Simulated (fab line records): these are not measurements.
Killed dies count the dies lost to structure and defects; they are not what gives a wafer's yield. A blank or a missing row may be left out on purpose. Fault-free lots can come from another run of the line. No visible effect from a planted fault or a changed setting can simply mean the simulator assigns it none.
Lot-split experiment | flow n5Finfet | 7 lots, 39 wafers read, on a route of 1938 steps

## THE SPLIT ITSELF
At N5_SD_EPI_N_ETCH_16 (etches SiO2 in CHF3/O2, target depth 5 nm), the setting targetDepthA was moved away from the recipe's 50 angstrom on 12 of the 39 wafers read, by -52.2% to +43.2%. For the rest of the wafers, this setting stayed at what the recipe calls for.

The reading is taken at the split's own step.

## THE READING
SiARC_of_SD_EPI_N_COAT_33.thkNm (the simulator's own value, which no gauge read), in nm, at N5_SD_EPI_N_ETCH_16 (etches SiO2 in CHF3/O2, target depth 5 nm). No usual value for it is given in the file. Here, 27 wafers ran the recipe; their average is 12.6 nm with a standard deviation of 0.28 nm.

wafer  | tool, chamber at the split | targetDepthA as run, angstrom | against the recipe | SiARC_of_SD_EPI_N_COAT_33.thkNm, nm | against lot-mates on the recipe
L074.1 | rieDiel-04, 0              | 50                            | recipe             | 12.4                                | -
L074.2 | rieDiel-04, 2              | 50                            | recipe             | 12.6                                | -
L074.3 | rieDiel-04, 1              | 50                            | recipe             | 12.2                                | -
L074.4 | rieDiel-04, 3              | 50                            | recipe             | 12.8                                | -
L074.5 | rieDiel-04, 2              | 50                            | recipe             | 12.4                                | -
L074.6 | rieDiel-04, 1              | 50                            | recipe             | 12.2                                | -
L075.1 | rieDiel-04, 2              | 23.89                         | -52.2%             | 14.4                                | +1.9
L075.2 | rieDiel-04, 0              | 50                            | recipe             | 12.6                                | -
L075.3 | rieDiel-04, 3              | 23.89                         | -52.2%             | 14.8                                | +2.3
L075.4 | rieDiel-04, 1              | 50                            | recipe             | 12.4                                | -
L075.5 | rieDiel-04, 1              | 50                            | recipe             | 12.4                                | -
L075.6 | rieDiel-04, 0              | 23.89                         | -52.2%             | 14.4                                | +1.9
L077.1 | rieDiel-04, 1              | 50                            | recipe             | 12.2                                | -
L077.2 | rieDiel-04, 3              | 50                            | recipe             | 12.6                                | -
L077.3 | rieDiel-04, 2              | 50                            | recipe             | 12.4                                | -
L077.4 | rieDiel-04, 0              | 50                            | recipe             | 12.2                                | -
L077.5 | rieDiel-04, 3              | 50                            | recipe             | 12.6                                | -
L077.6 | rieDiel-04, 2              | 50                            | recipe             | 12.4                                | -
L082.1 | rieDiel-04, 2              | 71.6                          | +43.2%             | 11.2                                | -1.5
L082.2 | rieDiel-04, 3              | 71.6                          | +43.2%             | 11.4                                | -1.3
L082.3 | rieDiel-04, 1              | 50                            | recipe             | 12.6                                | -
L082.4 | rieDiel-04, 2              | 71.6                          | +43.2%             | 11.4                                | -1.3
L082.5 | rieDiel-04, 3              | 50                            | recipe             | 13                                  | -
L082.6 | rieDiel-04, 1              | 50                            | recipe             | 12.6                                | -
L083.1 | rieDiel-06, 3              | 50                            | recipe             | 13                                  | -
L083.2 | rieDiel-06, 1              | 50                            | recipe             | 12.2                                | -
L083.3 | rieDiel-06, 0              | 24.37                         | -51.3%             | 15                                  | +2.2
L083.4 | rieDiel-06, 2              | 24.37                         | -51.3%             | 14.6                                | +1.8
L083.5 | rieDiel-06, 3              | 24.37                         | -51.3%             | 14.8                                | +2.0
L083.6 | rieDiel-06, 0              | 50                            | recipe             | 13.2                                | -
L086.1 | rieDiel-04, 1              | 64.6                          | +29.2%             | 11.2                                | -1.3
L086.2 | rieDiel-04, 2              | 50                            | recipe             | 12.8                                | -
L086.3 | rieDiel-04, 3              | 64.6                          | +29.2%             | 11.6                                | -0.9
L086.4 | rieDiel-04, 0              | 64.6                          | +29.2%             | 10.8                                | -1.7
L086.5 | rieDiel-04, 1              | 50                            | recipe             | 12.2                                | -
L086.6 | rieDiel-04, 2              | 50                            | recipe             | 12.6                                | -
L093.3 | rieDiel-01, 1              | 50                            | recipe             | 13                                  | -
L093.4 | rieDiel-01, 0              | 50                            | recipe             | 12.6                                | -
L093.6 | rieDiel-01, 2              | 50                            | recipe             | 12.8                                | -

FIT RESULTS
A straight line over all 39 wafers: SiARC_of_SD_EPI_N_COAT_33.thkNm changes by -0.0384 nm for each +1% of targetDepthA; r = -0.95; the points scatter about the line by 0.31 nm.
The same after taking each lot's own level away (the mean of its wafers on the recipe; 39 wafers): -0.0383 nm for each +1%; r = -0.97; scatter 0.25 nm.
The reading moves by 2 nm for the largest change in targetDepthA, on that fit.
The lots' own levels span 12.40 to 12.80 nm, that is 1.4 times the standard deviation above.
Hence the lot-to-lot level has little effect on the slope; both slopes agree.
Check: +2.02 nm against its lot-mates is what the line predicts for one of the wafers moved furthest among these (-52.2%) when that wafer is left out of the fit. Against them it came out at +1.93 nm.

## THESE WAFERS: OTHER SPLITS
Note: prior to the reading, these wafers also went through further splits. Each is held against what the fit with the lots' levels taken away leaves over:
other split on the same wafers | wafers away from the commonest value | r with SiARC_of_SD_EPI_N_COAT_33.thkNm (lot level and that fit taken away)
N5_FIN_SAQP_PECVD_06 timeS     | 9                                    | -0.12
N5_DUMMY_GATE_HM_DEP_06 timeS  | 33                                   | +0.06

## THE WHOLE CHAIN: every reading that the file lists as answering this split, in the file's order
step                | what it does                              | reading                                                                          | change (the file's fit)                | r (the file's)
N5_SD_EPI_N_ETCH_16 | etches SiO2 in CHF3/O2, target depth 5 nm | etch.depthNm (the simulator's own value, which no gauge read)                    | +0.0504 nm for each +1% of the setting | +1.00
N5_SD_EPI_N_ETCH_16 | etches SiO2 in CHF3/O2, target depth 5 nm | SiARC_of_SD_EPI_N_COAT_33.thkNm (the simulator's own value, which no gauge read) | -0.0384 nm for each +1% of the setting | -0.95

## FILE'S OWN FIT
SiARC_of_SD_EPI_N_COAT_33.thkNm changes by -0.0384 nm for each +1% of targetDepthA, r = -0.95.
